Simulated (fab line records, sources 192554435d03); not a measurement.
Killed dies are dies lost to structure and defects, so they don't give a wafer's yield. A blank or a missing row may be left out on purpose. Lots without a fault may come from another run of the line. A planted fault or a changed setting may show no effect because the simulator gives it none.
A struck lot beside a sound one | flow n5_finfet | 35 steps out of a route of 1938
Sound: wafers L846.1, L846.4, L846.6. Struck: wafer L836.4. (L836.2, L836.5 of the same lot were not struck and are left out.) The cause comes at the end.
At each step with rows: each side's tool, then ch and its chambers, then its first start. Under that, the readings that differ: sound wafers | struck wafers | difference of the means | sigmas: that difference in standard deviations of wafers without a fault.
alike: readings whose means differ by less than 2 such deviations, and words and numbers that are the same on both sides. not compared: withheld readings, readings that some wafer has no value for, bounds like >300 that may hide the same value, and numbers for which the record gives no deviation and whose values overlap.
The two part at a step that has a row with sigmas, a row that says differs or no value, or rows on one side only. Numbers that don't overlap but have no deviation are shown without sigmas and don't part them. A reading that every wafer of one side lacks parts them only if that side has two wafers or more.

first, 10 steps without rows for these wafers: N5_STI_FIN_REVEAL_PRECLEAN_18 (cleans in SC2, time 45 s); N5_STI_FIN_REVEAL_SRD_28 (time 30 s); N5_DUMMY_GATE_PRECLEAN_00 (cleans in O3/DIW, time 60 s); N5_DUMMY_GATE_SRD_01 (time 30 s); N5_DUMMY_GATE_ALD_02 (deposits SiO2, target thk 2 nm, pulse time 1 s); N5_DUMMY_GATE_CVD_03 (deposits a-Si from SiH4, target thk 150 nm, time 8042 s); N5_DUMMY_GATE_PRECLEAN_46 (cleans in DIW, time 89.5 s); N5_DUMMY_GATE_SRD_47 (dry time 32 s); N5_DUMMY_GATE_CMP_04 (polishes a-Si); N5_DUMMY_GATE_HM_DEP_06 (deposits SiNx from DCS/NH3, target thk 80 nm, time 5141 s).
N5_DUMMY_GATE_PECVD_30: deposits SiO2 from TEOS/O2, target thk 55 nm, time 10.8 s.
  sound on pecvd-02 ch 0,1,2, day 8 19:28; struck on pecvd-04 ch 1, day 6 05:46
  reading                                       | sound        | struck | difference | sigmas
  model.SiO2_of_DUMMY_GATE_PECVD_30.thk_nm (nm) | 54.4 55 54.6 | 60.6   | +5.9       |
then, 22 steps without rows for these wafers: N5_DUMMY_GATE_COAT_34 (time 60 s, resist thk 60 nm); N5_DUMMY_GATE_COAT_35 (time 60 s, resist thk 10 nm); N5_DUMMY_GATE_COAT_28 (time 60 s, resist thk 10 nm); N5_DUMMY_GATE_COAT_09 (resist thk 30 nm); N5_DUMMY_GATE_EBR_11; N5_DUMMY_GATE_SOFTBAKE_10 (time 60 s); N5_DUMMY_GATE_EXPOSE_12 (exposes mask GATE, target cd 25 nm); N5_DUMMY_GATE_PEB_13 (peb time 60 s); N5_DUMMY_GATE_DEVELOP_14 (develop time 30 s); N5_DUMMY_GATE_DESCUM_20 (chemistry O2, time 6.2 s); N5_DUMMY_GATE_ETCH_29 (etches underlayer in N2/H2, target depth 13 nm); N5_DUMMY_GATE_ETCH_36 (etches SiARC in CF4, target depth 13 nm); N5_DUMMY_GATE_ETCH_37 (etches SOC in N2/H2, target depth 60 nm, overetch 30 nm); N5_DUMMY_GATE_STRIP_38 (strips in N2/H2); N5_DUMMY_GATE_STRIP_39 (strips in N2/H2); N5_DUMMY_GATE_TRIM_49 (chemistry O2, time 29 s, target cd 14 nm); N5_DUMMY_GATE_STRIP_40 (strips in CF4); N5_DUMMY_GATE_ETCH_31 (etches SiO2 in C4F6/O2, target depth 82.5 nm, time 27.5 s); N5_DUMMY_GATE_STRIP_41 (strips in O2); N5_DUMMY_GATE_HM_OPEN_21 (chemistry CH3F/O2, target SiNx, target depth 120 nm, time 171.4 s); N5_DUMMY_GATE_ETCH_32 (etches SiO2 in CF4, target depth 3.5 nm, time 3.9 s); N5_DUMMY_GATE_ETCH_23 (etches poly-Si in HBr/Cl2/O2, target depth 41 nm, time 22.3 s).
N5_DUMMY_GATE_ETCH_44: etches poly-Si in HBr/O2, stops on SiO2, target depth 127.5 nm.
  sound on rie_si-02 ch 2,3, day 8 20:40; struck on rie_si-04 ch 0, day 6 07:08
  reading                                       | sound          | struck | difference | sigmas
  model.SiO2_of_DUMMY_GATE_PECVD_30.thk_nm (nm) | 37.2 37.8 37.8 | 43.8   | +6.2       |
  alike: drypump_motor_current_A, he_backside_leak_sccm, oes_product_au, throttle_valve_pct
  not compared: rf_hours_counter_h
-- the record jumps here: 6 days lie between the struck wafers' starts before and after (it left off in module DUMMY_GATE and takes up again in module BEOL_M4, whose first step shown is number 1111 of the route) --
N5_BEOL_M4_RC_MEAS_101:
  sound on prober-02 ch 0, day 14 23:11; struck on prober-02 ch 0, day 12 14:24
  reading        | sound          | struck | difference | sigmas
  IOFF_P (nA/um) | 0.23 0.26 0.31 | 0.19   | -0.08      | -2
  ION_P (uA/um)  | 476 464 481    | 451    | -23        | -3
  VT_P (mV)      | -247 -245 -240 | -254   | -10        | -3
  alike: DIBL_N, DIBL_P, IOFF_N, ION_N, SS_N, SS_P, VT_N

WHERE THEY PART
Only at N5_BEOL_M4_RC_MEAS_101, within this record.

WHY: what the simulator had put in
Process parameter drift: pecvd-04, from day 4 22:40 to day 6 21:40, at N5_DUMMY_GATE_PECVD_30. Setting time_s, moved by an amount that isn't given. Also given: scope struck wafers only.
